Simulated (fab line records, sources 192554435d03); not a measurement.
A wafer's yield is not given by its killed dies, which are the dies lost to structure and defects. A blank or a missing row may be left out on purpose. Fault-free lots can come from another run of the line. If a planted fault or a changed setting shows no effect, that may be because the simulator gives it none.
A struck lot beside a sound one -- flow n5 finfet -- 15 out of 1938 route steps
Sound: these wafers, L640.2, L640.3, L640.6. Struck: wafer L647.4 (left out: L647.2, L647.6 of the same lot, which were not struck); the cause appears at the end.
At each step with rows: each side's tool, then ch and its chambers, then its first start. Under that, the readings that differ: sound wafers -- struck wafers -- difference of the means -- sigmas: that difference in standard deviations of wafers without a fault.
alike: words and numbers the same on both sides, and readings whose means are apart by under 2 such deviations; not compared: readings that were withheld, readings missing a value for some wafer, numbers with overlapping values and no deviation given by the record, and bounds like >300 which may hide the same value.
Wherever a step has rows on one side only, a row that says differs or no value, or a row with sigmas, the two part there. Non-overlapping numbers with no deviation appear without sigmas and do not part them. A reading missing from all wafers of one side parts the sides only when that side holds two or more wafers.

N5_BEOL_M2_DESCUM_33: chemistry O2, time 7 s.
  sound on rie diel-04 ch 0,1,3, day 6 18:13; struck on rie diel-01 ch 2, day 8 23:13
reading,sound,struck,difference,sigmas
showerhead plenum p Torr (Torr),2.14 2.09 2.04,1.96,-0.13,-2
  alike: drypump motor current A, o2 flow sccm, oes product au, rf vpp V, throttle valve pct
  not compared: rf hours counter h
then, 2 steps without rows for these wafers: N5_BEOL_M2_ETCH_77 (etches underlayer in N2/H2, target depth 6.5 nm, time 5.2 s); N5_BEOL_M2_ETCH_69 (etches SiARC in CF4, target depth 15.6 nm, time 26 s).
N5_BEOL_M2_ALD_98: deposits SiO2, target thk 2.5 nm, pulse time 1 s, co reactant pulse time 1 s.
  sound on ald sin-02 ch 0,2,3, day 6 18:20; struck on ald sin-01 ch 2, day 8 23:21
  alike: heater power outer w, heater power w, precursor pulse height rel
then, 1 step without rows for these wafers: N5_BEOL_M2_ETCHBACK_99 (etches SiO2 in CHF3, target depth 5 nm, time 10.4 s).
N5_BEOL_M2_ETCH_70: etches SOC in N2/H2, target depth 80 nm, overetch 24 nm, time 130 s.
  sound on rie diel-04 ch 1,2, day 6 19:28; struck on rie diel-04 ch 0, day 9 02:02
reading,sound,struck,difference,sigmas
drypump motor current A (A),5.5 5.4 5.4,6.2,+0.8,+2
  alike: oes product au, rf vpp V, showerhead plenum p Torr, throttle valve pct
  not compared: rf hours counter h
then, 2 steps without rows for these wafers: N5_BEOL_M2_STRIP_71 (strips in N2/H2); N5_BEOL_M2_STRIP_78 (strips in N2/H2).
N5_BEOL_M2_VIA_ETCH_34: etches the open film in C4F6/O2, target depth 69.4 nm, time 65.9 s.
  sound on rie diel-04 ch 1,2, day 6 19:34; struck on rie diel-04 ch 0, day 9 02:09
reading,sound,struck,difference,sigmas
drypump motor current A (A),5.5 5.4 5.4,6.2,+0.8,+2
  alike: oes product au, rf vpp V, showerhead plenum p Torr, throttle valve pct
  not compared: rf hours counter h
then, 1 step without rows for these wafers: N5_BEOL_M2_STRIP_83 (strips in C4F6/O2).
N5_BEOL_M2_STRIP_36: strips in N2/H2.
  sound on rie diel-04 ch 1,2, day 6 19:37; struck on rie diel-04 ch 0, day 9 02:13
reading,sound,struck,difference,sigmas
drypump motor current A (A),5.5 5.4 5.4,6.3,+0.9,+3
oes product au (a.u.),0.72 0.70 0.71,0.87,+0.16,+2
  alike: rf vpp V, showerhead plenum p Torr, throttle valve pct
  not compared: rf hours counter h
then, 1 step without rows for these wafers: N5_BEOL_M2_TRENCH_ETCH_37 (etches SiOC in C4F6/O2, target depth 55.555 nm, time 29.2 s).
N5_BEOL_M2_ETCH_41: etches SiCN in CH3F/O2, target depth 29.9 nm, time 52.5 s.
  sound on rie diel-04 ch 1,2, day 6 19:41; struck on rie diel-04 ch 0, day 9 02:17
reading,sound,struck,difference,sigmas
drypump motor current A (A),5.5 5.4 5.4,6.2,+0.8,+2
oes product au (a.u.),0.72 0.70 0.71,1.10,+0.39,+5
model.etch.depth nm (nm),20.47 19.33 19.52,29.19,+9.42,
  alike: rf vpp V, showerhead plenum p Torr, throttle valve pct
  not compared: rf hours counter h
then, 1 step without rows for these wafers: N5_BEOL_M2_STRIP_97 (strips in N2/H2, time 10 s).
N5_BEOL_M4_RC_MEAS_101:
  sound on prober-01 ch 0, day 8 00:54; struck on prober-01 ch 0, day 10 03:56
  alike: DIBL_N, DIBL_P, IOFF_N, IOFF_P, ION_N, ION_P, SS_N, SS_P, VT_N, VT_P

## WHERE THEY PART
Last at N5_BEOL_M2_ETCH_41 as far as this record goes, first at N5_BEOL_M2_DESCUM_33. Later steps at which nothing parts them and some readings are alike: N5_BEOL_M4_RC_MEAS_101.

WHY: whatever the simulator had introduced
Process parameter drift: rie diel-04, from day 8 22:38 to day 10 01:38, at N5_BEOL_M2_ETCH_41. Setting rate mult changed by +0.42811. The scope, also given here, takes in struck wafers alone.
